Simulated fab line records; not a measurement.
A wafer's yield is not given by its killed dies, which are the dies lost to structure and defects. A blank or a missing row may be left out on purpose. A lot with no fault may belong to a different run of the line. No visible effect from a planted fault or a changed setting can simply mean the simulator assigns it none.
A lot that was struck, set against a sound lot -- flow nand_harc -- 40 steps out of a route of 1159
Sound: these wafers, L204.1, L204.5, L204.6. Struck: wafers L210.2, L210.4 (left out: L210.5, a lot-mate that was not struck); the cause follows at the end.
Each step with rows lists, per side, the tool, then ch with its chambers, then its first start. Under that, the readings that differ: sound wafers -- struck wafers -- difference of the means -- sigmas: that difference in standard deviations of wafers without a fault.
alike: words and numbers the same on both sides, and readings whose means are apart by under 2 such deviations; not compared: readings that were withheld, readings missing a value for some wafer, numbers with overlapping values and no deviation given by the record, and bounds like >300 which may hide the same value.
A row with sigmas, a row that says differs or no value, or rows on one side alone: a step with any of these is where the two part. Numbers that don't overlap but have no deviation are shown without sigmas and don't part them. A reading that every wafer of one side lacks parts them only if that side has two wafers or more.

NHARC_P_M0_OVL_MEAS_10: pitch 180 nm.
  sound: overlay-02 at day 7 09:27; struck: overlay-01 at day 8 22:08
  alike: overlay_x_nm, overlay_y_nm
NHARC_P_M0_INSPECT_11:
  sound: defect_inspect-01 at day 7 09:29; struck: defect_inspect-02 at day 8 22:11
  alike: raw_defect_count
then, 3 steps without rows for these wafers: NHARC_P_M0_DESCUM_14 (chemistry O2, time 3 s); NHARC_P_M0_ETCH_34 (etches the open film in N2/H2, target depth 40 nm, overetch 12 nm, time 43.94 s); NHARC_P_M0_ETCH_15 (etches the open film in C4F8/Ar, target depth 150 nm, overetch 15 nm, time 82.5 s).
NHARC_P_M0_CD_MEAS_16:
  sound: cd_sem-03 at day 7 09:51; struck: cd_sem-02 at day 8 22:32
  alike: cd_nm
then, 5 steps without rows for these wafers: NHARC_P_M0_STRIP_18 (strips in N2/H2); NHARC_P_M0_STRIP_19 (strips in post etch residue remover, time 600 s); NHARC_P_M0_DEGAS_28 (time 60 s); NHARC_P_M0_PRE_CLEAN_29 (time 30 s); NHARC_P_M0_PVD_20 (deposits TaN, target thk 5 nm, time 8.06 s).
NHARC_P_M0_PVD_21: deposits Cu, target thk 30 nm, time 20.49 s.
  sound on pvd_sputter-01; struck on pvd_sputter-03
  alike: throttle_valve_pct
NHARC_P_M0_ECD_22: material Cu, target thk 400 nm.
  sound on ecd_cu-02 ch 0,1, day 7 10:50; struck on ecd_cu-02 ch 0, day 8 23:31
  alike: bath_temp_c
then, 2 steps without rows for these wafers: NHARC_P_M0_ANNEAL_30 (time 90 s); NHARC_P_M0_CMP_23 (polishes, t overpolish 20 s, target thk 117.53 nm).
NHARC_P_M0_THK_MEAS_24: measures by xrf.
  sound: film_metro-01 at day 7 11:52; struck: film_metro-02 at day 9 00:37
  alike: thk_nm
then, 2 steps without rows for these wafers: NHARC_P_M0_SRD_25; NHARC_P_M0_PRE_CLEAN_31 (time 12 s).
NHARC_P_M0_DEP_32: deposits SiCN, target thk 30 nm.
  sound on pecvd-03 ch 0,2, day 7 12:13; struck on pecvd-02 ch 0,2, day 9 00:58
  alike: heater_power_w
  not compared: since_wet_clean_h
then, 10 steps without rows for these wafers: NHARC_P_M1_DEP_00 (deposits SiOC, target thk 182.5 nm); NHARC_P_M1_DEHYDRATE_01 (time 120 s); NHARC_P_M1_HMDS_02 (time 30 s); NHARC_P_M1_COAT_34 (time 65 s); NHARC_P_M1_COAT_03 (resist thk 90 nm); NHARC_P_M1_SOFTBAKE_04 (time 55 s); NHARC_P_M1_EBR_05; NHARC_P_M1_EXPOSE_06 (exposes mask P M1, target cd 130 nm); NHARC_P_M1_PEB_07 (peb time 65 s); NHARC_P_M1_DEVELOP_08 (develop time 35 s).
NHARC_P_M1_CD_MEAS_09: the cd target is 130 nm.
  sound on cd_sem-01 ch 0, day 7 13:16; struck on cd_sem-03 ch 0, day 9 02:10
  alike: cd_nm
NHARC_P_M1_OVL_MEAS_10: pitch 260 nm.
  sound: overlay-02 at day 7 13:22; struck: overlay-01 at day 9 02:15
  alike: overlay_x_nm, overlay_y_nm
then, 1 step without rows for these wafers: NHARC_P_M1_DESCUM_14 (chemistry O2, time 3 s).
NHARC_P_M1_ETCH_35: etches the open film in N2/H2, target depth 40 nm, overetch 12 nm, time 43.94 s.
  sound on rie_diel-05 ch 0,1,2, day 7 13:34; struck on rie_diel-09 ch 0,2, day 9 02:26
reading,sound,struck,difference,sigmas
bias_w (W),148.9 150.5 149.5,150.3 150.8,+0.9,+2
  alike: chamber_pressure_mTorr, drypump_motor_current_A, oes_product_au, rf_vpp_V, showerhead_plenum_p_Torr, throttle_valve_pct
  not compared: rf_hours_counter_h
then, 1 step without rows for these wafers: NHARC_P_M1_ETCH_15 (etches the open film in C4F8/Ar, target depth 182.5 nm, time 91.2 s).
NHARC_P_M1_CD_MEAS_16:
  sound: cd_sem-02 at day 7 13:46; struck: cd_sem-01 at day 9 02:40
  alike: cd_nm
then, 1 step without rows for these wafers: NHARC_P_M1_STRIP_18 (strips in N2/H2).
NHARC_P_M1_ETCH_28: etches the open film in CF4/N2, target depth 30 nm, time 72.99 s.
  sound on rie_diel-09 ch 0,2,3; struck on rie_diel-02 ch 1,3
  alike: bias_w, chamber_pressure_mTorr, drypump_motor_current_A, oes_product_au, rf_vpp_V, showerhead_plenum_p_Torr, throttle_valve_pct
  not compared: rf_hours_counter_h
then, 1 step without rows for these wafers: NHARC_P_M1_STRIP_19 (strips in post etch residue remover, time 600 s).
NHARC_P_M1_DEGAS_29: time 60 s.
  sound: pvd_sputter-02 at day 7 14:30; struck: pvd_sputter-01 at day 9 03:22
  alike: heater_power_w
-- jump in the record: it breaks off in module P_M1 and resumes in module END (first step shown: number 1159 of the route), and 13 days separate the struck wafers' starts before and after --
NHARC_END_SORT_01:
  at this point the record logs the struck wafers (prober-01 ch 0, day 22 14:19) and has no rows for the sound ones

## WHERE THEY PART
At NHARC_P_M1_ETCH_35 first; at NHARC_END_SORT_01 last (within this record only).

WHY: what the simulator had put in
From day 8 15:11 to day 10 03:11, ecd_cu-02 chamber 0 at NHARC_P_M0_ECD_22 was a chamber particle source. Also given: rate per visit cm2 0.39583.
